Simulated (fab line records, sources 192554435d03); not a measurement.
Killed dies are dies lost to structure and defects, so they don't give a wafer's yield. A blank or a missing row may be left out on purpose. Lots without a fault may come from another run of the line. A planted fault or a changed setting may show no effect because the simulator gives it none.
fab line records | flow n5_finfet
record lots=12 wafers=34 last_day=17
route steps=1938 shown MOL_CONTACT_COAG@550 PASSIVATION@1936
lots that met no fault: from a run of the same line without faults
start_h: hours from the record's first day to the start of the lot's first wafer shown | wait_h: hours since the lot's step before | " the same as in the row above | L1.1+2: a row that stands for several wafers | - no value, or no start given | * or withheld: withheld | < > ~ a bound
route shown NAME@n: a module of which the file shows steps, and the number in the route of the first | usual: mean/standard deviation of fault-free wafers | same: alike in all rows | chamber/n: place in a boat | sites: the reading at each site | _std_site: their standard deviation | _edge_site: outer sites' mean less inner sites' | radius_mm: how far each site lies from the wafer's centre | mask NAME#n: copy n | behind: the tool/chamber that last shaped the wafer | hold: why the lot was held/for how many hours/how that ended | device: the transistor (n, p or np) that didn't switch | end of line: the same wafers' tests at the end of the route | a step without rows: its recipe alone | killed: dies lost to structure and defects at the first sort, not the wafer's yield | map: a wafer's dies, x killed, . not, _ none there
set.NAME: the setting as run; set.NAME@STEP: as run at that earlier step | model.NAME: the simulator's own value behind a step, which no gauge read
steps of the route over a sample of lots; a table a step, a row a wafer
services: from which hour (start_h, from the record's first day; less than 0 if before it) a tool's chamber was out of use, for how many hours, and why
## steps
# step N5_MOL_CONTACT_COAG_PRE_CLEAN_142
# recipe gas=H2/He time_s=60 temp_c=300
# usual heater_power_w=494/40
# columns lot.wafer tool chamber start_h wait_h heater_power_w
L839.2 pvd_sputter-02 - 91.94 1.4 509
L839.4 " - " " 511
L839.5 " - " " 517
L840.1 pvd_sputter-01 - 104.62 2.1 548
L840.3 " - " " 470
L840.6 " - " " 465
L841.1 pvd_sputter-01 - 107.31 0.8 473
L841.2 " - " " 397
L841.3 " - " " 468
L843.2 pvd_sputter-03 - 119.24 2.3 472
L843.3 " - " " 431
L843.5 " - " " 453
L844.1 pvd_sputter-03 - 125.26 2.7 522
L844.4 " - " " 457
L844.6 " - " " 525
L845.2 pvd_sputter-01 - 128.24 0.7 397
L845.3 " - " " 453
L845.6 " - " " 390
L846.2 pvd_sputter-02 - 134.24 0.6 520
L846.3 " - " " 531
L846.4 " - " " 524
L851.1 pvd_sputter-01 - 171.03 1.5 471
L851.3 " - " " 540
L851.4 " - " " 466
L857.1 pvd_sputter-02 - 205.49 1.7 521
L857.2 " - " " 528
L857.6 " - " " 516
L858.3 pvd_sputter-02 - 208.78 1.4 522
L858.4 " - " " 521
L859.1 pvd_sputter-02 - 218.16 1.4 514
L859.5 " - " " 517
L859.6 " - " " 480
L861.1 pvd_sputter-02 - 224.45 1.9 515
L861.5 " - " " 526
# step N5_MOL_CONTACT_COAG_ALD_131
# recipe material=SiO2 target_thk_a=50 temp_c=100 ald_precursor_family=BDEAS ald_co_reactant=O2-plasma pulse_time_s=1 co_reactant_pulse_time_s=1 purge_time_s=2 co_reactant_purge_time_s=2 ald_cycles=35 pressure_torr=2
# usual ald_cycles=35/0 heater_power_w=83/11 precursor_pulse_height_rel=1.000/0.019
# columns lot.wafer tool chamber start_h wait_h ald_cycles heater_power_w precursor_pulse_height_rel
L839.2 ald_sin-02 2 98.10 0.1 35 83 1.037
L839.4 " 0 " " 35 82 1.012
L839.5 " 1 " " 35 78 0.992
L840.1 ald_sin-04 2 109.09 0.1 35 63 1.039
L840.3 " 3 " " 35 82 1.014
L840.6 " 1 " " 35 101 1.010
L841.1 ald_sin-02 2 111.37 0.1 35 85 1.009
L841.2 " 3 " " 35 103 0.977
L841.3 " 0 " " 35 84 0.997
L843.2 ald_sin-04 1 123.64 0.1 35 102 0.986
L843.3 " 2 " " 35 63 1.026
L843.5 " 0 " " 35 81 0.979
L844.1 ald_sin-03 0 129.76 0.1 35 85 1.002
L844.4 " 3 " " 35 71 0.968
L844.6 " 3 " " 35 69 0.983
L845.2 ald_sin-03 3 132.65 0.1 35 69 1.015
L845.3 " 0 " " 35 84 0.989
L845.6 " 3 " " 35 69 1.004
L846.2 ald_sin-03 0 138.52 0.1 35 84 1.011
L846.3 " 2 " " 35 89 1.000
L846.4 " 1 " " 35 69 0.972
L851.1 ald_sin-02 0 175.66 0.1 35 84 1.008
L851.3 " 1 " " 35 76 1.035
L851.4 " 3 " " 24 100 1.013
L857.1 ald_sin-04 2 209.62 0.1 35 65 0.997
L857.2 " 3 " " 35 82 1.023
L857.6 " 2 " " 35 63 1.022
L858.3 ald_sin-04 2 212.95 0.1 35 64 0.949
L858.4 " 0 " " 35 81 1.015
L859.1 ald_sin-04 2 222.24 0.1 35 64 0.954
L859.5 " 2 " " 35 63 0.983
L859.6 " 1 " " 35 102 1.008
L861.1 ald_sin-04 2 228.92 0.3 35 65 1.000
L861.5 " 1 " " 35 100 1.014
# step N5_MOL_CONTACT_COAG_ETCH_91
# recipe chemistry=N2/H2 target=SOC target_depth_a=600 overetch_a=210 mask_material=SiARC temp_c=40 time_s=101.2 ion_energy_ev=200 pressure_mtorr=30 source_w=840 bias_w=150 n2_flow_sccm=200 h2_flow_sccm=200
# usual chamber_pressure_mTorr=29.998/0.028 drypump_motor_current_A=5.6/0.41 oes_product_au=0.68/0.064 rf_vpp_V=523.9/2.3 showerhead_plenum_p_Torr=2.55/0.082 throttle_valve_pct=17.8/0.34
# columns lot.wafer tool chamber start_h wait_h chamber_pressure_mTorr drypump_motor_current_A oes_product_au rf_hours_counter_h rf_vpp_V showerhead_plenum_p_Torr throttle_valve_pct
L839.2 rie_diel-01 3 98.46 0.0 30.038 5.2 0.74 21 523.1 2.49 17.7
L839.4 " 3 " " 30.008 5.2 0.75 - 522.7 2.49 17.7
L839.5 " 0 " " 30.002 5.1 0.72 - 522.0 2.48 17.4
L840.1 rie_diel-03 3 109.30 0.0 29.994 5.6 0.70 75 527.6 2.69 17.9
L840.3 " 2 " " 30.051 5.9 0.78 12 521.8 2.49 17.6
L840.6 " 3 " " 29.968 5.7 0.71 - 527.2 2.69 17.9
L841.1 rie_diel-01 3 111.62 0.0 30.013 5.2 0.74 27 521.6 2.49 17.7
L841.2 " 0 " " 29.992 5.1 0.72 44 521.7 2.48 17.4
L841.3 " 2 " " 30.003 5.8 0.60 201 524.5 2.54 18.4
L843.2 rie_diel-01 1 123.86 0.0 30.019 5.6 0.78 11 525.3 2.60 17.5
L843.3 " 3 " " 29.968 5.2 0.73 32 521.9 2.48 17.7
L843.5 " 2 " " 30.015 5.8 0.60 - 522.5 2.54 18.4
L844.1 rie_diel-01 2 130.13 0.0 30.013 5.8 0.60 207 523.3 2.53 18.4
L844.4 " 0 " " 29.986 5.1 0.70 51 521.7 2.48 17.4
L844.6 " 0 " " 30.021 5.1 0.71 - 522.7 2.48 17.4
L845.2 rie_diel-01 2 133.00 0.0 30.007 5.7 0.60 209 522.3 2.53 18.4
L845.3 " 1 " " 30.007 5.6 0.77 15 526.5 2.60 17.5
L845.6 " 1 " " 30.022 5.6 0.77 - 525.5 2.60 17.5
L846.2 rie_diel-05 3 138.73 0.0 30.013 5.6 0.62 177 523.4 2.53 17.9
L846.3 " 1 " " 29.971 5.5 0.63 183 523.7 2.52 18.1
L846.4 " 2 " " 29.964 6.2 0.60 210 526.1 2.64 18.1
L851.1 rie_diel-05 2 176.04 0.0 30.019 6.2 0.58 225 525.4 2.63 18.1
L851.3 " 1 " " 30.003 5.5 0.62 197 523.1 2.51 18.2
L851.4 " 0 " " 30.083 5.6 0.69 65 526.9 2.68 17.3
L857.1 rie_diel-01 3 209.83 0.0 29.989 5.2 0.70 61 522.6 2.47 17.8
L857.2 " 1 " " 30.015 5.6 0.73 44 525.6 2.59 17.5
L857.6 " 2 " " 30.005 5.8 0.58 - 522.7 2.52 18.4
L858.3 rie_diel-01 0 213.16 0.0 29.985 5.1 0.67 84 523.1 2.47 17.5
L858.4 " 2 " " 29.973 5.8 0.58 239 522.4 2.52 18.5
L859.1 rie_diel-05 0 222.45 0.0 30.013 5.6 0.67 81 526.0 2.67 17.4
L859.5 " 0 " " 29.986 5.6 0.67 - 526.5 2.67 17.4
L859.6 " 1 " " 29.995 5.5 0.61 - 523.2 2.51 18.2
L861.1 rie_diel-03 2 229.27 0.0 30.005 5.9 0.70 55 522.9 2.47 17.7
L861.5 " 2 " " 29.941 5.9 0.70 - 523.4 2.47 17.7
# step N5_MOL_CONTACT_COAG_STRIP_119
# recipe chemistry=N2/H2 time_s=30 power_w=1000 temp_c=250 pressure_mtorr=withheld n2_flow_sccm=1750 h2_flow_sccm=3250
# usual drypump_motor_current_A=5.60/0.29 heater_power_w=375/22
# columns lot.wafer tool chamber start_h wait_h drypump_motor_current_A heater_power_w rf_hours_counter_h
L839.2 plasma_asher-02 1 98.77 0.1 5.71 348 96
L839.4 " 0 " " 5.89 373 -
L839.5 " 0 " " 5.90 388 -
L840.1 plasma_asher-01 0 109.61 0.1 5.66 360 44
L840.3 " 1 " " 5.09 414 -
L840.6 " 0 " " 5.64 370 -
L841.1 plasma_asher-01 1 111.94 0.1 5.13 411 44
L841.2 " 0 " " 5.65 373 44
L841.3 " 0 " " 5.64 362 -
L843.2 plasma_asher-01 1 124.17 0.1 5.07 402 46
L843.3 " 0 " " 5.67 363 -
L843.5 " 0 " " 5.64 361 -
L844.1 plasma_asher-02 1 130.44 0.1 5.71 345 102
L844.4 " 1 " " 5.74 350 -
L844.6 " 1 " " 5.73 349 -
L845.2 plasma_asher-01 0 133.32 0.1 5.66 357 49
L845.3 " 1 " " 5.07 399 -
L845.6 " 1 " " 5.08 412 -
L846.2 plasma_asher-01 0 139.04 0.1 5.66 370 49
L846.3 " 0 " " 5.64 368 -
L846.4 " 1 " " 5.10 407 -
L851.1 plasma_asher-02 0 176.36 0.1 5.82 379 111
L851.3 " 1 " " 5.71 347 -
L851.4 " 0 " " 5.85 380 -
L857.1 plasma_asher-01 1 210.14 0.1 5.07 401 64
L857.2 " 0 " " 5.66 361 64
L857.6 " 0 " " 5.67 370 -
L858.3 plasma_asher-02 0 213.49 0.1 5.87 377 -
L858.4 " 1 " " 5.70 342 -
L859.1 plasma_asher-02 1 222.77 0.1 5.70 354 121
L859.5 " 0 " " 5.91 386 -
L859.6 " 1 " " 5.70 352 -
L861.1 plasma_asher-01 0 229.58 0.1 5.67 371 68
L861.5 " 0 " " 5.70 373 -
# step N5_PASSIVATION_PROBE_49
# usual killed_at_M0_to_M3=32/9.7 killed_at_M4_up=14/5.3 killed_at_contacts=11/6 killed_at_front_end=39/14 killed_at_other=3.3/2.7 killed_dies=100/17 killed_on_rim=14/4 killed_open=66/13 killed_short=32/7.4
# same gross_dies=1180 killed_at_back_side=0
# columns lot.wafer tool chamber start_h wait_h killed_at_M0_to_M3 killed_at_M4_up killed_at_contacts killed_at_front_end killed_at_other killed_dies killed_on_rim killed_open killed_short
L840.1 prober-02 - 277.72 0.0 31 14 4 30 2 81 10 54 26
L840.3 prober-02 - 277.82 0.1 52 5 17 26 3 103 12 67 36
L840.6 prober-02 - 277.97 0.3 29 13 9 27 2 80 10 56 24
L839.2 prober-02 - 283.46 0.1 34 18 9 28 5 94 17 63 31
L839.4 prober-02 - 283.56 0.2 30 10 7 13 7 67 5 42 25
L839.5 prober-02 - 283.61 0.2 45 13 2 31 4 95 10 59 36
L843.2 prober-02 - 288.02 0.1 43 15 11 50 2 121 16 77 42
L843.3 prober-02 - 288.07 0.1 44 14 7 42 4 111 20 68 40
L843.5 prober-02 - 288.17 0.2 33 10 7 56 1 107 21 70 36
L844.1 prober-02 - 294.63 0.0 34 12 27 52 5 130 10 89 41
L844.4 prober-02 - 294.78 0.2 35 9 5 38 5 92 13 54 38
L844.6 prober-02 - 294.88 0.3 39 15 9 44 2 109 19 69 40
L841.1 prober-02 - 300.28 0.0 33 15 21 34 8 111 12 71 40
L841.2 prober-02 - 300.33 0.1 28 19 18 38 0 103 14 65 36
L841.3 prober-02 - 300.38 0.1 42 12 11 31 6 102 13 79 23
L845.2 prober-02 - 305.18 0.1 46 16 13 18 5 98 14 66 32
L845.3 prober-02 - 305.23 0.1 39 27 17 23 3 109 10 76 32
L845.6 prober-02 - 305.38 0.3 17 14 11 32 4 78 15 57 20
L846.2 prober-01 - 307.84 0.1 28 29 9 52 0 118 16 74 40
L846.3 prober-01 - 307.89 0.1 15 18 9 21 7 70 9 51 19
L846.4 prober-01 - 307.94 0.2 34 22 7 35 1 99 17 60 35
L851.1 prober-02 - 351.37 0.0 48 23 6 30 6 113 13 85 28
L851.3 prober-02 - 351.47 0.1 30 10 4 42 1 87 9 56 31
L851.4 prober-02 - 351.52 0.2 29 16 811 51 7 914 118 74 37
L858.3 prober-02 - 377.55 0.1 26 7 30 46 0 109 15 79 29
L858.4 prober-02 - 377.60 0.2 24 10 21 67 2 124 13 80 42
L857.1 prober-01 - 382.38 0.0 29 16 17 49 2 113 20 82 30
L857.2 prober-01 - 382.43 0.1 25 11 14 82 1 133 12 83 50
L857.6 prober-01 - 382.63 0.3 47 13 12 36 4 112 14 82 28
L859.1 prober-01 - 397.26 0.0 35 16 9 50 6 116 18 83 31
L859.5 prober-01 - 397.46 0.2 21 15 10 49 6 101 10 71 28
L859.6 prober-01 - 397.51 0.3 25 13 3 43 7 91 9 58 32
L861.1 prober-01 - 398.41 0.0 16 13 18 45 3 95 14 62 29
L861.5 prober-01 - 398.61 0.2 51 22 8 63 5 149 18 96 52
# killed by level:class
L840.1 FIN_SAQP:geometric_particle:open=12 BEOL_M2:geometric_particle:open=11 BEOL_M1:geometric_particle:open=5 MOL_CONTACT_COAG:geometric_particle:open=4 BEOL_M0_SAQP:geometric_particle:open=4 BEOL_M0_SAQP:geometric_particle:short=4 BEOL_M5:geometric_particle:short=4 BEOL_M8:geometric_particle:open=4
L840.3 MOL_CONTACT_COAG:geometric_particle:open=14 BEOL_M0_SAQP:geometric_particle:short=11 BEOL_M0_SAQP:geometric_particle:open=11 BEOL_M2:geometric_particle:open=11 FIN_SAQP:geometric_particle:open=9 FIN_SAQP:geometric_particle:short=7 BEOL_M1:geometric_particle:open=7 BEOL_M2:geometric_particle:short=5
L840.6 MOL_CONTACT_COAG:geometric_particle:open=9 BEOL_M0_SAQP:geometric_particle:short=9 FIN_SAQP:geometric_particle:open=7 BEOL_M2:geometric_particle:open=7 BEOL_M0_SAQP:geometric_particle:open=5 BEOL_M8:geometric_particle:open=5 STARTING-WAFER:geometric_particle:open=5 BEOL_M1:geometric_particle:open=4
L839.2 BEOL_M2:geometric_particle:open=13 MOL_CONTACT_COAG:geometric_particle:open=9 FIN_SAQP:geometric_particle:short=8 BEOL_M4:geometric_particle:open=8 BEOL_M1:geometric_particle:open=7 FIN_SAQP:geometric_particle:open=6 GATE_CUT:geometric_particle:short=5 BEOL_M0_SAQP:geometric_particle:short=5
L839.4 BEOL_M3:geometric_particle:open=8 MOL_CONTACT_COAG:geometric_particle:open=6 BEOL_M0_SAQP:geometric_particle:open=6 BEOL_M0_SAQP:geometric_particle:short=5 FIN_SAQP:geometric_particle:short=4 BEOL_M2:geometric_particle:open=4 BEOL_M3:geometric_particle:short=4 MIM_TOP_ETCH:geometric_particle:open=3
L839.5 BEOL_M3:geometric_particle:open=11 FIN_SAQP:geometric_particle:short=10 BEOL_M0_SAQP:geometric_particle:open=9 BEOL_M0_SAQP:geometric_particle:short=9 BEOL_M2:geometric_particle:open=9 FIN_SAQP:geometric_particle:open=6 GATE_CUT:geometric_particle:short=4 BEOL_M1:geometric_particle:open=4
L843.2 FIN_SAQP:geometric_particle:short=16 BEOL_M0_SAQP:geometric_particle:open=12 DUMMY_GATE:geometric_particle:open=8 MOL_CONTACT_COAG:geometric_particle:open=8 STI_FIN_REVEAL:geometric_particle:open=7 BEOL_M0_SAQP:geometric_particle:short=7 BEOL_M1:geometric_particle:open=7 FIN_SAQP:geometric_particle:open=6
L843.3 BEOL_M0_SAQP:geometric_particle:open=11 FIN_SAQP:geometric_particle:short=9 BEOL_M0_SAQP:geometric_particle:short=8 BEOL_M4:geometric_particle:open=7 GATE_CUT:geometric_particle:short=7 FIN_SAQP:geometric_particle:open=6 BEOL_M2:geometric_particle:open=6 BEOL_M3:geometric_particle:short=6
L843.5 STI_FIN_REVEAL:geometric_particle:open=23 BEOL_M0_SAQP:geometric_particle:open=10 FIN_SAQP:geometric_particle:short=8 BEOL_M0_SAQP:geometric_particle:short=6 GATE_CUT:geometric_particle:short=5 MOL_CONTACT_COAG:geometric_particle:open=5 BEOL_M3:geometric_particle:open=5 DUMMY_GATE:geometric_particle:open=4
L844.1 MOL_CONTACT_COAG:geometric_particle:open=25 FIN_SAQP:geometric_particle:short=15 FIN_SAQP:geometric_particle:open=15 BEOL_M2:geometric_particle:open=9 BEOL_M3:geometric_particle:open=8 BEOL_M0_SAQP:geometric_particle:open=8 BEOL_M4:geometric_particle:open=7 STI_FIN_REVEAL:geometric_particle:open=6
L844.4 STI_FIN_REVEAL:geometric_particle:open=12 BEOL_M0_SAQP:geometric_particle:open=10 FIN_SAQP:geometric_particle:short=9 BEOL_M2:geometric_particle:open=9 BEOL_M0_SAQP:geometric_particle:short=8 GATE_CUT:geometric_particle:short=7 MOL_CONTACT_COAG:geometric_particle:open=4 BEOL_M2:geometric_particle:short=4
L844.6 FIN_SAQP:geometric_particle:short=12 BEOL_M2:geometric_particle:open=12 BEOL_M0_SAQP:geometric_particle:short=10 STI_FIN_REVEAL:geometric_particle:open=9 MOL_CONTACT_COAG:geometric_particle:open=8 BEOL_M0_SAQP:geometric_particle:open=8 BEOL_M4:geometric_particle:open=7 BEOL_M1:geometric_particle:open=5
L841.1 MOL_CONTACT_COAG:geometric_particle:open=13 STI_FIN_REVEAL:geometric_particle:open=11 BEOL_M4:geometric_particle:open=9 BEOL_M1:geometric_particle:short=8 MOL_CONTACT_COAG:geometric_particle:short=8 BEOL_M1:geometric_particle:open=7 FIN_SAQP:geometric_particle:short=5 BEOL_M0_SAQP:geometric_particle:short=5
L841.2 MOL_CONTACT_COAG:geometric_particle:open=14 ILD0:geometric_particle:open=8 FIN_SAQP:geometric_particle:open=7 BEOL_M1:geometric_particle:open=7 BEOL_M4:geometric_particle:open=7 FIN_SAQP:geometric_particle:short=6 BEOL_M3:geometric_particle:open=6 BEOL_M4:geometric_particle:short=6
L841.3 BEOL_M0_SAQP:geometric_particle:open=15 MOL_CONTACT_COAG:geometric_particle:open=11 STI_FIN_REVEAL:geometric_particle:open=8 BEOL_M1:geometric_particle:open=8 BEOL_M0_SAQP:geometric_particle:short=7 BEOL_M4:geometric_particle:open=7 DUMMY_GATE:geometric_particle:open=6 BEOL_M2:geometric_particle:open=4
L845.2 MOL_CONTACT_COAG:geometric_particle:open=11 BEOL_M2:geometric_particle:open=10 BEOL_M0_SAQP:geometric_particle:open=9 BEOL_M1:geometric_particle:open=9 STI_FIN_REVEAL:geometric_particle:open=7 BEOL_M1:geometric_particle:short=5 BEOL_M3:geometric_particle:short=4 BEOL_M3:geometric_particle:open=4
L845.3 MOL_CONTACT_COAG:geometric_particle:open=14 BEOL_M3:geometric_particle:open=13 BEOL_M4:geometric_particle:open=10 BEOL_M1:geometric_particle:open=9 STI_FIN_REVEAL:geometric_particle:open=8 BEOL_M5:geometric_particle:short=5 STARTING-WAFER:geometric_particle:short=5 BEOL_M3:geometric_particle:short=4
L845.6 STI_FIN_REVEAL:geometric_particle:open=11 MOL_CONTACT_COAG:geometric_particle:open=10 BEOL_M3:geometric_particle:open=6 FIN_SAQP:geometric_particle:open=5 BEOL_M4:geometric_particle:open=5 GATE_CUT:geometric_particle:short=4 BEOL_M2:geometric_particle:open=4 GATE_CUT:geometric_particle:open=3
L846.2 BEOL_M4:geometric_particle:open=20 FIN_SAQP:geometric_particle:short=10 DUMMY_GATE:geometric_particle:open=9 BEOL_M0_SAQP:geometric_particle:open=8 MOL_CONTACT_COAG:geometric_particle:open=7 BEOL_M3:geometric_particle:open=7 STI_FIN_REVEAL:geometric_particle:open=4 ILD0:geometric_particle:short=4
L846.3 BEOL_M4:geometric_particle:open=12 MOL_CONTACT_COAG:geometric_particle:open=9 BEOL_M0_SAQP:geometric_particle:short=6 GATE_CUT:geometric_particle:short=5 BEOL_M0_SAQP:geometric_particle:open=5 FIN_SAQP:geometric_particle:open=4 MIM_TOP_ETCH:geometric_particle:open=4 DUMMY_GATE:geometric_particle:open=3
L846.4 BEOL_M4:geometric_particle:open=17 BEOL_M2:geometric_particle:open=9 BEOL_M0_SAQP:geometric_particle:open=8 BEOL_M0_SAQP:geometric_particle:short=8 GATE_CUT:geometric_particle:short=7 MOL_CONTACT_COAG:geometric_particle:open=5 STI_FIN_REVEAL:geometric_particle:open=4 SD_EPI_N:coat_microbubble_printed=4
L851.1 BEOL_M3:geometric_particle:open=16 BEOL_M4:geometric_particle:open=14 BEOL_M0_SAQP:geometric_particle:short=9 STI_FIN_REVEAL:geometric_particle:open=8 BEOL_M0_SAQP:geometric_particle:open=8 FIN_SAQP:geometric_particle:open=7 BEOL_M1:geometric_particle:open=6 MOL_CONTACT_COAG:geometric_particle:open=5
L851.3 BEOL_M3:geometric_particle:open=9 FIN_SAQP:geometric_particle:open=7 BEOL_M0_SAQP:geometric_particle:open=7 FIN_SAQP:geometric_particle:short=6 STI_FIN_REVEAL:geometric_particle:open=6 DUMMY_GATE:geometric_particle:open=5 GATE_CUT:geometric_particle:short=5 BEOL_M1:geometric_particle:open=4
L851.4 MOL_CONTACT_COAG:area_ald=803 STI_FIN_REVEAL:geometric_particle:open=14 FIN_SAQP:geometric_particle:short=8 DUMMY_GATE:geometric_particle:open=8 BEOL_M3:geometric_particle:open=7 MOL_CONTACT_COAG:geometric_particle:open=7 BEOL_M0_SAQP:geometric_particle:open=6 FIN_SAQP:geometric_particle:open=5
L858.3 MOL_CONTACT_COAG:geometric_particle:open=28 FIN_SAQP:geometric_particle:open=10 FIN_SAQP:geometric_particle:short=9 BEOL_M0_SAQP:geometric_particle:open=8 STI_FIN_REVEAL:geometric_particle:open=7 BEOL_M1:geometric_particle:short=7 STARTING-WAFER:geometric_particle:open=7 BEOL_M0_SAQP:geometric_particle:short=4
L858.4 STI_FIN_REVEAL:geometric_particle:open=18 MOL_CONTACT_COAG:geometric_particle:open=16 FIN_SAQP:geometric_particle:open=15 FIN_SAQP:geometric_particle:short=12 MOL_CONTACT_COAG:geometric_particle:short=5 BEOL_M1:geometric_particle:short=5 BEOL_M2:geometric_particle:open=5 DUMMY_GATE:geometric_particle:open=4
L857.1 STI_FIN_REVEAL:geometric_particle:open=14 MOL_CONTACT_COAG:geometric_particle:open=13 BEOL_M3:geometric_particle:open=12 FIN_SAQP:geometric_particle:open=10 STI_FIN_REVEAL:geometric_particle:short=6 BEOL_M0_SAQP:geometric_particle:open=6 MOL_CONTACT_COAG:geometric_particle:short=4 FIN_SAQP:geometric_particle:short=3
L857.2 STI_FIN_REVEAL:geometric_particle:open=24 FIN_SAQP:geometric_particle:open=16 FIN_SAQP:geometric_particle:short=16 MOL_CONTACT_COAG:geometric_particle:open=10 BEOL_M3:geometric_particle:open=7 STI_FIN_REVEAL:geometric_particle:short=6 ILD0:geometric_particle:short=6 BEOL_M0_SAQP:geometric_particle:short=5
L857.6 BEOL_M0_SAQP:geometric_particle:open=20 MOL_CONTACT_COAG:geometric_particle:open=11 BEOL_M0_SAQP:geometric_particle:short=11 STI_FIN_REVEAL:geometric_particle:open=9 FIN_SAQP:geometric_particle:open=8 FIN_SAQP:geometric_particle:short=7 BEOL_M3:geometric_particle:open=6 BEOL_M1:geometric_particle:open=4
L859.1 FIN_SAQP:geometric_particle:open=11 BEOL_M2:geometric_particle:open=11 BEOL_M4:geometric_particle:open=10 MOL_CONTACT_COAG:geometric_particle:open=8 STI_FIN_REVEAL:geometric_particle:open=7 BEOL_M0_SAQP:geometric_particle:open=6 GATE_CUT:geometric_particle:short=6 BEOL_M3:geometric_particle:open=6
L859.5 FIN_SAQP:geometric_particle:open=15 MOL_CONTACT_COAG:geometric_particle:open=9 STI_FIN_REVEAL:geometric_particle:open=7 FIN_SAQP:geometric_particle:short=6 DUMMY_GATE:geometric_particle:open=6 BEOL_M0_SAQP:geometric_particle:short=6 BEOL_M0_SAQP:geometric_particle:open=6 BEOL_M4:geometric_particle:open=6
L859.6 FIN_SAQP:geometric_particle:open=10 DUMMY_GATE:geometric_particle:open=7 BEOL_M3:geometric_particle:open=7 BEOL_M4:geometric_particle:open=6 STARTING-WAFER:geometric_particle:open=6 ILD0:geometric_particle:short=4 BEOL_M1:geometric_particle:short=4 FIN_SAQP:geometric_particle:short=3
L861.1 MOL_CONTACT_COAG:geometric_particle:open=13 FIN_SAQP:geometric_particle:open=8 STI_FIN_REVEAL:geometric_particle:open=7 BEOL_M3:geometric_particle:open=6 ILD0:geometric_particle:open=5 GATE_CUT:geometric_particle:short=5 MOL_CONTACT_COAG:geometric_particle:short=5 BEOL_M4:geometric_particle:open=5
L861.5 STI_FIN_REVEAL:geometric_particle:open=23 BEOL_M0_SAQP:geometric_particle:open=10 BEOL_M2:geometric_particle:open=10 BEOL_M0_SAQP:geometric_particle:short=8 BEOL_M3:geometric_particle:open=8 GATE_CUT:geometric_particle:short=7 MOL_CONTACT_COAG:geometric_particle:open=7 BEOL_M4:geometric_particle:open=7
## services
# columns tool chamber start_h hours kind
ald_sin-02 - 69.06 6.0 pm
rie_diel-05 0 77.23 7.1 repair
rie_diel-03 1 79.92 - clean
plasma_asher-01 - 84.38 1.2 repair
ald_sin-03 - 85.54 14.0 pm
ald_sin-03 0 85.54 14.0 vent_cycle
ald_sin-03 1 85.54 14.0 vent_cycle
ald_sin-03 2 85.54 14.0 vent_cycle
ald_sin-03 3 85.54 14.0 vent_cycle
plasma_asher-01 - 88.71 1.4 repair
ald_sin-02 - 88.84 0.5 repair
rie_diel-01 1 94.09 2.9 repair
ald_sin-03 0 99.54 - clean
ald_sin-03 1 99.54 - clean
ald_sin-03 2 99.54 - clean
ald_sin-03 3 99.54 - clean
rie_diel-05 0 122.16 10.0 repair
rie_diel-03 - 128.90 15.6 pm
pvd_sputter-03 - 139.16 3.7 repair
rie_diel-03 0 168.28 7.7 repair
rie_diel-01 - 178.16 0.7 repair
ald_sin-03 - 183.57 6.1 pm
plasma_asher-02 - 184.82 2.1 repair
rie_diel-05 1 213.01 3.8 repair
## key
first_sign step=N5_MOL_CONTACT_COAG_ALD_131 reading=ald_cycles direction=down sigmas=99+ usual=* struck=*
effect step=N5_PASSIVATION_PROBE_49 reading=killed_at_contacts direction=up sigmas=99+ usual=11 struck=811
more_kills_born_at N5_MOL_CONTACT_COAG_ALD_131@ald_sin-02=803
met_at N5_MOL_CONTACT_COAG_ALD_131
struck_lots L851
struck_wafers L851.4
later_rows_left_out L851.4
tester_left_out L851
not_acting_at N5_MOL_CONTACT_COAG_PRE_CLEAN_142,N5_MOL_CONTACT_COAG_ETCH_91,N5_MOL_CONTACT_COAG_STRIP_119
onset_between 111.37 175.66
fault kind=process_parameter_drift tool=ald_sin-02 chamber=3 onset_h=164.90 steps=N5_MOL_CONTACT_COAG_ALD_131 channel=ald_cycles offset=* shape=step end_h=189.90 acts_in=* stated=*
# tester_left_out: of these lots the tester's yield and bins aren't shown, on N5 and GAA mostly nor the transistor test; their killed dies are dies lost to structure and defects alone, not to doping, threshold or leakage, so they don't give the yield
# later_rows_left_out: the simulator's readings of these wafers behind a module that went badly wrong aren't trusted and aren't shown, but for the sort
